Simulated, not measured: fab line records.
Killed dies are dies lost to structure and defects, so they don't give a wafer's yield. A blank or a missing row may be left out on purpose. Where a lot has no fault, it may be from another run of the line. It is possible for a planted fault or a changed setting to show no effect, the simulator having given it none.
fab line records	flow nand_harc
record lots=7	wafers=21	last_day=34
route steps=1302 shown P_START@1 P_ZERO_WELL@2 END@1302
lots that met no fault: from a run of the same line without faults
start_h: hours from the record's opening day to when the first of the lot's shown wafers began	wait_h: hours elapsed since this lot's preceding step	" unchanged from the row above	L1.1+2: a row that stands for several wafers	- either no value or no given start	* or withheld: withheld	< > ~ a bound
route shown NAME@n: names a module that has steps shown in the file, with the first one's number in the route	usual: average and standard deviation across the fault-free wafers	same: alike in all rows	chamber/n: place in a boat	sites: per-site readings	_std_site: how widely they spread, as a standard deviation	_edge_site: the outer-site mean with the inner-site mean subtracted	radius_mm: for every site, how far away it sits from the centre of the wafer	mask NAME#n: copy n	behind: tool/chamber where the wafer was last shaped	hold: cause of the lot's hold/its duration in hours/its outcome	device: whichever transistor did not switch (one of n, p or np)	end of line: at the end of the route, the tests of the same wafers	a step with no rows: only its recipe	killed: dies that structure and defects cost at the first sort, which is not the same as the wafer's yield	map: the dies of a wafer, with x for killed, . for not killed, _ for no die there
set.NAME: setting as actually run; set.NAME@STEP: the setting as run at that earlier step	model.NAME: the simulator's own value behind a step, which no gauge read
certain route steps with their lots: each step a table, each wafer a row
services: the hour from which a tool's chamber was out of use, counted from the record's first day as start_h (under 0 if before that day), plus the number of hours and why
## steps
# step NHARC_P_START_INSPECT_01
# usual raw_defect_count=3.7/1.8
lot.wafer	tool	chamber	start_h	wait_h	raw_defect_count
L742.1	defect_inspect-01	-	20.04	-	3
L742.2	"	-	"	"	3
L742.6	"	-	"	"	2
L746.3	defect_inspect-02	-	60.04	-	4
L746.4	"	-	"	"	7
L746.5	"	-	"	"	2
L748.1	defect_inspect-01	-	80.04	-	4
L748.5	"	-	"	"	5
L748.6	"	-	"	"	2
L752.4	defect_inspect-01	-	120.05	-	4
L752.5	"	-	"	"	3
L752.6	"	-	"	"	0
L760.2	defect_inspect-01	-	200.04	-	1
L760.5	"	-	"	"	5
L760.6	"	-	"	"	3
L763.2	defect_inspect-01	-	230.04	-	3
L763.4	"	-	"	"	1
L763.6	"	-	"	"	4
L765.1	defect_inspect-01	-	250.04	-	4
L765.2	"	-	"	"	2
L765.5	"	-	"	"	6
# step NHARC_P_ZERO_WELL_PRECLEAN_00
# recipe time_s=600	temp_c=120	chemistry=SPM
# step NHARC_P_ZERO_WELL_SRD_01
# step NHARC_P_ZERO_WELL_PECVD_02
# recipe target_thk_a=100	temp_c=400	pressure_torr=6.5	rf_w=withheld	teos_flow_sccm=withheld	flow_sccm=2650	target_thk_nm=10	gas=O2	material=SiO2
# step NHARC_P_ZERO_WELL_DEHYDRATE_03
# recipe temp_c=150	time_s=120
# step NHARC_P_ZERO_WELL_HMDS_04
# recipe time_s=30
# step NHARC_P_ZERO_WELL_COAT_64
# recipe temp_c=200	time_s=65
# step NHARC_P_ZERO_WELL_COAT_05
# recipe spin_rpm=2000	resist_thk_nm=600
# step NHARC_P_ZERO_WELL_SOFTBAKE_06
# recipe temp_c=125	time_s=70
# step NHARC_P_ZERO_WELL_EBR_07
# step NHARC_P_ZERO_WELL_EXPOSE_08
# recipe na=0.55	target_cd_nm=500	dose_mj=33.8	mask_id=P_ZERO
# usual exposure_dose_mJ_cm2=33.76/0.039
lot.wafer	tool	chamber	start_h	wait_h	mask	exposure_dose_mJ_cm2
L742.1	krf_scanner-02	0	21.10	-	P_ZERO#0	33.71
L742.2	"	0	"	"	P_ZERO#0	33.71
L742.6	"	0	"	"	P_ZERO#0	33.73
L746.3	krf_scanner-01	0	60.97	-	P_ZERO#0	33.82
L746.4	"	0	"	"	P_ZERO#0	33.82
L746.5	"	0	"	"	P_ZERO#0	33.79
L748.1	krf_scanner-02	0	80.97	-	P_ZERO#0	33.69
L748.5	"	0	"	"	P_ZERO#0	33.76
L748.6	"	0	"	"	P_ZERO#0	33.75
L752.4	krf_scanner-02	0	121.11	-	P_ZERO#0	33.78
L752.5	"	0	"	"	P_ZERO#0	33.77
L752.6	"	0	"	"	P_ZERO#0	33.76
L760.2	krf_scanner-01	0	201.10	-	P_ZERO#0	24.83
L760.5	"	0	"	"	P_ZERO#0	24.83
L760.6	"	0	"	"	P_ZERO#0	24.76
L763.2	krf_scanner-01	0	231.09	-	P_ZERO#0	26.54
L763.4	"	0	"	"	P_ZERO#0	26.57
L763.6	"	0	"	"	P_ZERO#0	26.59
L765.1	krf_scanner-01	0	251.08	-	P_ZERO#0	28.07
L765.2	"	0	"	"	P_ZERO#0	28.10
L765.5	"	0	"	"	P_ZERO#0	28.00
# step NHARC_P_ZERO_WELL_PEB_09
# recipe peb_temp_c=128	peb_time_s=80
# step NHARC_P_ZERO_WELL_DEVELOP_10
# recipe time_s=50	dev_temp_c=22
# step NHARC_P_ZERO_WELL_CD_MEAS_11
# recipe target_cd_nm=500	landing_energy_ev=500
# usual cd_nm=500.4/2
lot.wafer	tool	chamber	start_h	wait_h	hold	cd_nm
L742.1	cd_sem-01	0	21.26	-	-	502.9
L742.2	"	0	"	"	-	501.9
L742.6	"	0	"	"	-	504.8
L746.3	cd_sem-01	0	61.12	-	-	501.8
L746.4	"	0	"	"	-	499.5
L746.5	"	0	"	"	-	499.4
L748.1	cd_sem-03	0	81.12	-	-	498.5
L748.5	"	0	"	"	-	500.3
L748.6	"	0	"	"	-	498.0
L752.4	cd_sem-03	0	121.26	-	-	500.7
L752.5	"	0	"	"	-	501.9
L752.6	"	0	"	"	-	501.0
L760.2	cd_sem-02	0	201.24	-	await_dispo/0.2h/release	445.3
L760.5	"	0	"	"	await_dispo/0.2h/release	443.3
L760.6	"	0	"	"	await_dispo/0.2h/release	447.6
L760.2	cd_sem-02	0	-	-	-	445.4
L760.5	"	0	"	"	-	443.3
L760.6	"	0	"	"	-	447.6
L763.2	cd_sem-02	0	231.24	-	await_dispo/0.2h/release	457.0
L763.4	"	0	"	"	await_dispo/0.2h/release	457.8
L763.6	"	0	"	"	await_dispo/0.2h/release	456.4
L763.2	cd_sem-02	0	-	-	-	457.2
L763.4	"	0	"	"	-	458.2
L763.6	"	0	"	"	-	456.5
L765.1	cd_sem-01	0	251.23	-	await_dispo/0.2h/release	467.8
L765.2	"	0	"	"	await_dispo/0.2h/release	467.9
L765.5	"	0	"	"	await_dispo/0.2h/release	467.9
L765.1	cd_sem-01	0	-	-	-	467.8
L765.2	"	0	"	"	-	467.9
L765.5	"	0	"	"	-	468.1
# step NHARC_END_SORT_01
# recipe temp_c=25
# usual killed_at_array=49/19	killed_at_other=0.9/1.1	killed_at_periphery=4.0/2.7	killed_dies=54/19	killed_open=3.3/1.8	killed_short=2.6/1.6
# same gross_dies=677
lot.wafer	tool	chamber	start_h	wait_h	killed_at_array	killed_at_other	killed_at_periphery	killed_dies	killed_open	killed_short
L748.5	prober-02	0	610.48	3.7	62	3	9	74	3	2
L760.2	prober-01	0	748.17	2.8	54	0	16	70	5	1
L760.5	prober-01	0	750.61	3.8	55	1	18	74	6	2
L760.6	prober-01	0	751.42	4.1	44	1	20	65	3	5
L763.2	prober-01	0	780.12	2.8	54	0	3	57	4	3
L763.4	prober-01	0	781.73	3.4	64	1	2	67	4	3
L763.6	prober-01	0	783.34	4.0	63	1	7	71	1	2
L765.1	prober-01	0	804.21	2.5	39	2	3	44	7	1
L765.2	prober-01	0	805.02	2.8	57	3	1	61	3	3
L765.5	prober-01	0	807.44	3.7	33	2	3	38	3	4
# killed by level:class
L748.5 A_SLIT:chamber_film_flake=26 A_CHANNEL_HOLE_D2:chamber_film_flake=20 P_GATE:chamber_film_flake=5 A_BLC:chamber_film_flake=5 A_CHANNEL_HOLE_D1:chamber_film_flake=4 THIN_TSV:chamber_film_flake=3 A_CONTACT:chamber_film_flake=2 P_CONTACT:geometric_particle:short=1
L760.2 A_CHANNEL_HOLE_D1:chamber_film_flake=23 P_ZERO_WELL:area_expose=11 A_STAIRCASE:chamber_film_flake=7 A_CONTACT:chamber_film_flake=7 A_SLIT:chamber_film_flake=4 A_CHANNEL_HOLE_D2:chamber_film_flake=3 P_M0:geometric_particle:open=2 A_M0:geometric_particle:open=2
L760.5 A_CHANNEL_HOLE_D1:chamber_film_flake=27 P_ZERO_WELL:area_expose=15 A_CHANNEL_HOLE_D2:chamber_film_flake=6 A_WL_FILL:chamber_film_flake=5 A_SLIT:chamber_film_flake=5 A_BLC:geometric_particle:open=2 A_STAIRCASE:chamber_film_flake=2 A_CONTACT:chamber_film_flake=2
L760.6 A_CHANNEL_HOLE_D1:chamber_film_flake=19 P_ZERO_WELL:area_expose=13 A_BONDPAD:chamber_film_flake=7 A_CONTACT:chamber_film_flake=6 A_SGD_CUT:geometric_particle:short=3 P_M2:chamber_film_flake=3 A_CHANNEL_HOLE_D2:chamber_film_flake=3 P_M0:geometric_particle:open=1
L763.2 A_SLIT:chamber_film_flake=30 A_CHANNEL_HOLE_D1:chamber_film_flake=9 A_CONTACT:chamber_film_flake=8 P_GATE:chamber_film_flake=2 P_M0:geometric_particle:open=1 A_DECK1_JOINT:geometric_particle:short=1 A_ONON_D2:geometric_particle:open=1 A_CHANNEL_FILL_D2:geometric_particle:open=1
L763.4 A_SLIT:chamber_film_flake=35 A_CHANNEL_HOLE_D1:chamber_film_flake=12 A_CONTACT:chamber_film_flake=7 A_CHANNEL_FILL_D1:geometric_particle:open=2 A_CHANNEL_FILL_D1:geometric_particle:short=1 A_CHANNEL_FILL_D2:geometric_particle:short=1 A_STAIRCASE:geometric_particle:open=1 A_SGD_CUT:geometric_particle:open=1
L763.6 A_SLIT:chamber_film_flake=35 A_CHANNEL_HOLE_D1:chamber_film_flake=13 A_CONTACT:chamber_film_flake=10 P_GATE:chamber_film_flake=3 P_ZERO_WELL:chamber_film_flake=2 P_GATE:geometric_particle:short=1 A_CONTACT:geometric_particle:short=1 A_M0:geometric_particle:open=1
L765.1 A_SLIT:chamber_film_flake=22 A_CONTACT:chamber_film_flake=8 A_ONON_D1:geometric_particle:open=2 A_CHANNEL_FILL_D1:geometric_particle:open=2 A_M0:geometric_particle:open=2 A_CHANNEL_HOLE_D2:chamber_film_flake=2 THIN_TSV:chamber_film_flake=2 P_GATE:geometric_particle:short=1
L765.2 A_SLIT:chamber_film_flake=38 A_CONTACT:chamber_film_flake=7 A_WL_FILL:chamber_film_flake=3 THIN_TSV:chamber_film_flake=3 A_ONON_D1:geometric_particle:open=2 A_CHANNEL_HOLE_D1:geometric_particle:short=1 A_CHANNEL_FILL_D1:geometric_particle:open=1 A_DECK1_JOINT:geometric_particle:short=1
L765.5 A_SLIT:chamber_film_flake=16 A_CONTACT:chamber_film_flake=8 A_CHANNEL_HOLE_D2:chamber_film_flake=2 THIN_TSV:chamber_film_flake=2 P_M1:geometric_particle:open=1 A_ONON_D1:geometric_particle:open=1 A_CHANNEL_FILL_D1:geometric_particle:open=1 A_CHANNEL_FILL_D1:geometric_particle:short=1
## services
tool	chamber	start_h	hours	kind
krf_scanner-02	0	37.83	-	calibration
krf_scanner-02	-	94.00	4.0	pm
krf_scanner-01	0	114.88	-	calibration
krf_scanner-02	-	128.81	3.4	repair
krf_scanner-01	-	140.02	4.0	pm
krf_scanner-02	0	204.93	-	calibration
krf_scanner-02	-	219.87	0.6	repair
## key
first_sign step=NHARC_P_ZERO_WELL_EXPOSE_08	reading=exposure_dose_mJ_cm2	direction=down	sigmas=99+	usual=33.76	struck=26.48
effect step=NHARC_P_ZERO_WELL_CD_MEAS_11	reading=visit	direction=added	through=control_loop
effect step=NHARC_P_ZERO_WELL_CD_MEAS_11	reading=cd_nm	direction=down	sigmas=22	usual=500.4	struck=456.8	through=control_loop
effect step=NHARC_END_SORT_01	reading=killed_at_periphery	direction=up	sigmas=1.5	usual=4.0	struck=8.1	wafers_moved=3
met_at NHARC_P_ZERO_WELL_EXPOSE_08
struck_wafers L760.2,L760.5,L760.6,L763.2,L763.4,L763.6,L765.1,L765.2,L765.5
tester_left_out L760,L763,L765
loop_trim step=NHARC_P_ZERO_WELL_EXPOSE_08	setting=dose	lots=L763,L765
onset_between 60.97 201.10
fault kind=process_parameter_drift	tool=krf_scanner-01	chamber=-	onset_h=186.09	steps=NHARC_P_ZERO_WELL_EXPOSE_08	channel=dose_mj	offset=-8.9702	shape=step	acts_in=these_recipes_only	stated=33.8
# tester_left_out: of these lots the tester's yield and bins aren't shown, on N5 and GAA mostly nor the transistor test; their killed dies are dies lost to structure and defects alone, not to doping, threshold or leakage, so they don't give the yield
# loop_trim: a control loop set the setting to another value than it would have without faults
